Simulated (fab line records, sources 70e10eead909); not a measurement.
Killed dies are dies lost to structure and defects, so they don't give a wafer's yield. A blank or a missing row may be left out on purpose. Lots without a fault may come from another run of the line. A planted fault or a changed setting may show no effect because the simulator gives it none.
A struck lot beside a sound one | flow nand_harc | 40 steps out of a route of 1302
Sound: wafers L423.1, L423.4, L423.6. Struck: wafers L434.3, L434.4, L434.6. The cause comes at the end.
At each step with rows: each side's tool, then ch and its chambers, then its first start. Under that, the readings that differ: sound wafers | struck wafers | difference of the means | sigmas: that difference in standard deviations of wafers without a fault.
alike: readings whose means differ by less than 2 such deviations, and words and numbers that are the same on both sides. not compared: withheld readings, readings that some wafer has no value for, bounds like >300 that may hide the same value, and numbers for which the record gives no deviation and whose values overlap.
The two part at a step that has a row with sigmas, a row that says differs or no value, or rows on one side only. Numbers that don't overlap but have no deviation are shown without sigmas and don't part them. A reading that every wafer of one side lacks parts them only if that side has two wafers or more.

first, 8 steps without rows for these wafers: NHARC_P_CONTACT_COAT_33 (time 75 s); NHARC_P_CONTACT_COAT_34 (time 65 s); NHARC_P_CONTACT_COAT_06 (resist thk 90 nm); NHARC_P_CONTACT_SOFTBAKE_07 (time 55 s); NHARC_P_CONTACT_EBR_08; NHARC_P_CONTACT_EXPOSE_09 (exposes mask P CA, target cd 90 nm); NHARC_P_CONTACT_PEB_10 (peb time 65 s); NHARC_P_CONTACT_DEVELOP_11 (develop time 35 s).
NHARC_P_CONTACT_CD_MEAS_12: target cd 90 nm.
  sound on cd_sem-02 ch 0, day 6 09:38; struck on cd_sem-02 ch 0, day 10 18:52
  alike: cd_nm
NHARC_P_CONTACT_OVL_MEAS_13:
  sound on overlay-02, day 6 09:43; struck on overlay-02, day 10 18:57
  alike: overlay_x_nm, overlay_y_nm
NHARC_P_CONTACT_INSPECT_14:
  sound on defect_inspect-02, day 6 09:45; struck on defect_inspect-02, day 10 18:59
  alike: raw_defect_count
then, 1 step without rows for these wafers: NHARC_P_CONTACT_DESCUM_17 (chemistry O2, time 3 s).
NHARC_P_CONTACT_ETCH_35: etches the open film in CF4, target depth 39 nm, time 65 s.
  sound on rie_diel-01 ch 0,1,2, day 6 09:55; struck on rie_diel-01 ch 0,1,2, day 10 19:08
  alike: drypump_motor_current_A, oes_product_au, rf_vpp_V, showerhead_plenum_p_Torr, throttle_valve_pct
  not compared: rf_hours_counter_h
NHARC_P_CONTACT_ETCH_36: etches the open film in N2/H2, target depth 260 nm, time 406.25 s.
  sound on rie_diel-01 ch 2,3; struck on rie_diel-01 ch 0,1
  alike: drypump_motor_current_A, oes_product_au, rf_vpp_V, showerhead_plenum_p_Torr, throttle_valve_pct
  not compared: rf_hours_counter_h
then, 3 steps without rows for these wafers: NHARC_P_CONTACT_ETCH_18 (etches the open film in C4F8/O2/Ar, target depth 481 nm, time 240.5 s); NHARC_P_CONTACT_STRIP_37 (strips in C4F8/O2/Ar); NHARC_P_CONTACT_ETCH_31 (etches the open film in CH3F/O2, target depth 30 nm, time 85.7 s).
NHARC_P_CONTACT_CD_MEAS_19:
  sound on cd_sem-03, day 6 10:41; struck on cd_sem-03, day 10 19:55
  alike: cd_nm
NHARC_P_CONTACT_STRIP_28: strips in O2.
  sound on rie_diel-07 ch 0,1, day 6 10:46; struck on rie_diel-10 ch 0,2, day 10 20:01
  alike: drypump_motor_current_A, oes_product_au, rf_vpp_V, showerhead_plenum_p_Torr, throttle_valve_pct
  not compared: rf_hours_counter_h
then, 4 steps without rows for these wafers: NHARC_P_CONTACT_STRIP_29 (strips in post etch residue remover, time 1200 s); NHARC_P_CONTACT_DEGAS_38 (time 60 s); NHARC_P_CONTACT_PRE_CLEAN_39 (time 19.5 s); NHARC_P_CONTACT_PVD_32 (deposits Ti, target thk 5 nm, time 17.7 s).
NHARC_P_CONTACT_ALD_22: deposits TiN, target thk 3 nm, pulse time 1 s, ald cycles 150.
  sound on ald_metal-02 ch 0,1,3, day 6 11:40; struck on ald_metal-01 ch 0,1, day 10 20:57
  alike: heater_power_w, precursor_pulse_height_rel
NHARC_P_CONTACT_CVD_23: deposits W, target thk 200 nm, time 557 s.
  sound on cvd_w-01 ch 0,1; struck on cvd_w-02 ch 0,1, day 10 21:23
  alike: heater_power_w, mfc_h2_sccm, throttle_valve_pct
NHARC_P_CONTACT_CMP_24: polishes, t overpolish 30 s, target thk 200 nm.
  sound on cmp-03 ch 0,3, day 6 12:30; struck on cmp-02 ch 1,2, day 10 21:53
  alike: motor_current_A, overpolish_run_s, time_to_endpoint_s
then, 11 steps without rows for these wafers: NHARC_P_CONTACT_SRD_26; NHARC_P_M0_DEP_00 (deposits SiOC, target thk 150 nm); NHARC_P_M0_DEHYDRATE_01 (time 120 s); NHARC_P_M0_HMDS_02 (time 30 s); NHARC_P_M0_COAT_33 (time 65 s); NHARC_P_M0_COAT_03 (resist thk 90 nm); NHARC_P_M0_SOFTBAKE_04 (time 55 s); NHARC_P_M0_EBR_05; NHARC_P_M0_EXPOSE_06 (exposes mask P M0, target cd 90 nm); NHARC_P_M0_PEB_07 (peb time 65 s); NHARC_P_M0_DEVELOP_08 (develop time 35 s).
NHARC_P_M0_CD_MEAS_09: target cd 90 nm.
  sound on cd_sem-01 ch 0, day 6 13:49; struck on cd_sem-01 ch 0, day 10 23:02
  alike: cd_nm
NHARC_P_M0_OVL_MEAS_10: pitch 180 nm.
  sound on overlay-02, day 6 13:53; struck on overlay-02, day 10 23:07
  alike: overlay_x_nm, overlay_y_nm
-- the record jumps here: 18 days lie between the struck wafers' starts before and after (it left off in module P_M0 and takes up again in module END, whose first step shown is number 1302 of the route) --
NHARC_END_SORT_01:
  the record has rows for the struck wafers here (prober-02 ch 0, day 28 15:50) and none for the sound ones

WHERE THEY PART
Only at NHARC_END_SORT_01, within this record.

WHY: what the simulator had put in
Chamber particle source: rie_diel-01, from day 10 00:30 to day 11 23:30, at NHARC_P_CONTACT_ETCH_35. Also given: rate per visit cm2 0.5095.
